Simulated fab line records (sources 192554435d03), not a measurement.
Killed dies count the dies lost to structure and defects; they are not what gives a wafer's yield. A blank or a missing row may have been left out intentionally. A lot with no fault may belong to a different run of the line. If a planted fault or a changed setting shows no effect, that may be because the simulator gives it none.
Matching of chambers	flow n5-finfet	3 sister chambers for N5_BEOL_M5_PECVD_70 on pecvd-03
The step deposits SiO2 from TEOS/O2, target thk 16 nm, time 18 s. 3 wafers are shown with their chamber, then 7 later ones without.

== WAFERS, EACH WITH ITS CHAMBER ==
wafer	chamber	throttle-valve-pct (%)
L081.6	1	23.6
L082.1	2	21.5
L082.2	0	22.4

== WAFERS WITH NO CHAMBER GIVEN ==
wafer	throttle-valve-pct (%)
L082.4	22.2
L084.4	23.7
L084.5	22.0
L084.6	22.2
L088.1	21.9
L088.3	23.9
L088.5	21.9

== WHICH CHAMBER EACH WENT THROUGH ==
wafer	from the rows above	in truth
L082.4	can't be placed: 0 or 2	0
L084.4	1	1
L084.5	can't be placed: 0 or 2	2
L084.6	can't be placed: 0 or 2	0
L088.1	can't be placed: 2 or 0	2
L088.3	1	1
L088.5	can't be placed: 2 or 0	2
2 of 7 placed correctly. Unplaceable from these rows: 5, with the true chamber sitting among the candidates in 5. Placed wrongly: 0.
How it was worked out, from the rows above alone: a wafer's distance from a chamber is the root of the sum, over the readings, of the square of ((its reading less the chamber's mean) divided by the reading's scatter). The wafer belongs to the nearest chamber; if the next one is less than 2 further off, it can't be placed. The mean given for a chamber averages the wafers shown for that chamber. The scatter: with one shown wafer a chamber, the root of the mean of the squares of how far each hidden wafer lies from its nearest shown one.
